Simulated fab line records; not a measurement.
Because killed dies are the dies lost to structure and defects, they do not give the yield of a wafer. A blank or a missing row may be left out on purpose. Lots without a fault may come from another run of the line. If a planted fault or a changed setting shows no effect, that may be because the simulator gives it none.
Split-lot study | flow n5_finfet | 7 lots, 21 wafers read, on a route of 1938 steps

## ABOUT THE SPLIT
At N5_BEOL_M7_COAT_05 (resist thk 90 nm), the setting spin_rpm was moved away from the recipe's 1500 rpm on 3 of the 21 wafers read, by -7.8% to +5.5%. All remaining wafers had this setting at the recipe value.

## FROM THE SPLIT TO THE READING: what the file shows between them, 4 steps
- N5_BEOL_M7_EBR_07
- N5_BEOL_M7_SOFTBAKE_06: time 60 s
- N5_BEOL_M7_EXPOSE_08: exposes mask M7
- N5_BEOL_M7_PEB_09: peb time 60 s

## THE READING
CAR-ArF_of_BEOL_M7_COAT_05.thk_nm (the simulator's own value, which no gauge read), in nm, at N5_BEOL_M7_DEVELOP_10 (develop time 30 s). The file gives no usual value for it. Across the 18 wafers here that went through the recipe, the average is 88.1 nm and the standard deviation 0.24 nm.

wafer  | tool, chamber at the split | spin_rpm as run, rpm | against the recipe | CAR-ArF_of_BEOL_M7_COAT_05.thk_nm, nm | against lot-mates on the recipe
L079.1 | litho_track-01, 0          | 1500                 | recipe             | 88                                    | -
L079.4 | litho_track-01, 0          | 1500                 | recipe             | 88.2                                  | -
L079.5 | litho_track-01, 0          | 1500                 | recipe             | 88.2                                  | -
L081.2 | litho_track-04, 0          | 1383                 | -7.8%              | 92                                    | +3.8
L081.3 | litho_track-04, 0          | 1500                 | recipe             | 88.2                                  | -
L081.6 | litho_track-04, 0          | 1500                 | recipe             | 88.2                                  | -
L083.1 | litho_track-01, 0          | 1500                 | recipe             | 87.8                                  | -
L083.3 | litho_track-01, 0          | 1500                 | recipe             | 87.8                                  | -
L083.5 | litho_track-01, 0          | 1500                 | recipe             | 87.6                                  | -
L090.1 | litho_track-04, 0          | 1582                 | +5.5%              | 86                                    | -2.2
L090.5 | litho_track-04, 0          | 1500                 | recipe             | 88.2                                  | -
L090.6 | litho_track-04, 0          | 1582                 | +5.5%              | 85.6                                  | -2.6
L091.1 | litho_track-04, 0          | 1500                 | recipe             | 88                                    | -
L091.2 | litho_track-04, 0          | 1500                 | recipe             | 88.2                                  | -
L091.5 | litho_track-04, 0          | 1500                 | recipe             | 87.8                                  | -
L086.3 | litho_track-01, 0          | 1500                 | recipe             | 88                                    | -
L086.6 | litho_track-01, 0          | 1500                 | recipe             | 88                                    | -
L086.5 | litho_track-01, 0          | 1500                 | recipe             | 87.8                                  | -
L092.4 | litho_track-03, 0          | 1500                 | recipe             | 88.4                                  | -
L092.5 | litho_track-03, 0          | 1500                 | recipe             | 88.2                                  | -
L092.6 | litho_track-03, 0          | 1500                 | recipe             | 88.6                                  | -

FIT RESULTS
A straight line over all 21 wafers: CAR-ArF_of_BEOL_M7_COAT_05.thk_nm changes by -0.461 nm for each +1% of spin_rpm; r = -0.97; the points scatter about the line by 0.26 nm.
The same after taking each lot's own level away (the mean of its wafers on the recipe; 21 wafers): -0.464 nm for each +1%; r = -0.99; scatter 0.14 nm.
The reading moves by 3.6 nm for the largest change in spin_rpm, on that fit.
From 87.73 to 88.40 nm: that is the span of the lots' own levels, equal to 2.8 times the standard deviation above.
Consequently the slope shifts little with the lot-to-lot level, the two slopes agreeing.
Check: with one of the wafers moved furthest among these (-7.8%) left out of the fit, the line predicts +3.42 nm for it against its lot-mates. Against them it came out at +3.8 nm.

## THE WHOLE CHAIN: every reading that the file lists as answering this split, in the file's order
step                  | what it does      | reading                                                                            | change (the file's fit)               | r (the file's)
N5_BEOL_M7_COAT_05    | resist thk 90 nm  | CAR-ArF_of_BEOL_M7_COAT_05.thk_nm (the simulator's own value, which no gauge read) | -0.463 nm for each +1% of the setting | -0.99
N5_BEOL_M7_DEVELOP_10 | develop time 30 s | CAR-ArF_of_BEOL_M7_COAT_05.thk_nm (the simulator's own value, which no gauge read) | -0.471 nm for each +1% of the setting | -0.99

## FILE'S OWN FIT
CAR-ArF_of_BEOL_M7_COAT_05.thk_nm changes by -0.471 nm for each +1% of spin_rpm, r = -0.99.
